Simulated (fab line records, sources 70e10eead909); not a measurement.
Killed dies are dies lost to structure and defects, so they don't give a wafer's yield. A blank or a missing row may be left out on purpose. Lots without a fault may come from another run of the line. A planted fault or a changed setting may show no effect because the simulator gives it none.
Chamber matching | flow nand_harc | NHARC_P_CONTACT_DESCUM_17 on rie_diel-05: 4 sister chambers
The step chemistry O2, time 3 s. 14 wafers are shown with their chamber, then 7 later ones without.

WAFERS WITH THEIR CHAMBER
wafer  | chamber | drypump_motor_current_A (A) | rf_vpp_V (V) | oes_product_au (a.u.)
L521.1 | 2       | 6.0                         | 55.4         | 1.012
L521.5 | 2       | 6.0                         | 58.4         | 1.016
L521.6 | 3       | 5.3                         | 57.2         | 0.998
L522.1 | 2       | 6.0                         | 58.3         | 1.008
L522.2 | 0       | 6.8                         | 56.9         | 1.009
L522.3 | 1       | 6.0                         | 58.2         | 1.004
L523.2 | 2       | 6.0                         | 58.5         | 1.013
L523.3 | 3       | 5.3                         | 55.7         | 1.017
L523.4 | 0       | 6.9                         | 56.3         | 1.003
L526.1 | 2       | 6.0                         | 57.8         | 1.017
L526.2 | 0       | 6.8                         | 57.9         | 1.011
L526.4 | 3       | 5.3                         | 56.5         | 1.018
L529.2 | 1       | 6.0                         | 59.0         | 1.000
L529.3 | 0       | 6.9                         | 56.9         | 1.011

SIGNATURES (means of the wafers above)
reading                 | chamber 0 | chamber 1 | chamber 2 | chamber 3 | scatter within a chamber
drypump_motor_current_A | 6.850     | 6.000     | 6.000     | 5.300     | 0.0316
rf_vpp_V                | 57.000    | 58.600    | 57.680    | 56.467    | 0.977
oes_product_au          | 1.00850   | 1.00200   | 1.01320   | 1.01100   | 0.00596
Rule: a wafer's distance from a chamber is the root of the sum, over the readings, of the square of ((its reading less the chamber's mean) divided by the reading's scatter). The wafer belongs to the nearest chamber; if the next one is less than 2 further off, it can't be placed. The scatter: the root of (the sum of the squares of (reading less its chamber's mean) over the shown wafers, divided by (wafers less chambers)).

WAFERS WITHOUT THEIR CHAMBER
wafer  | drypump_motor_current_A (A) | rf_vpp_V (V) | oes_product_au (a.u.)
L529.4 | 5.3                         | 58.2         | 1.008
L536.2 | 5.3                         | 57.6         | 0.996
L536.3 | 6.1                         | 59.3         | 0.998
L536.6 | 6.0                         | 58.2         | 1.004
L541.1 | 5.3                         | 57.5         | 0.999
L541.4 | 5.3                         | 56.9         | 0.997
L541.6 | 6.0                         | 57.7         | 1.005

WHICH CHAMBER EACH WENT THROUGH
wafer  | from the rows above     | in truth
L529.4 | 3                       | 3
L536.2 | 3                       | 3
L536.3 | can't be placed: 1 or 2 | 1
L536.6 | can't be placed: 1 or 2 | 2
L541.1 | 3                       | 3
L541.4 | 3                       | 3
L541.6 | can't be placed: 1 or 2 | 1
Placed correctly: 4 of 7. Can't be placed from these rows: 3 (the true chamber is among the candidates in 3). Placed wrongly: 0.
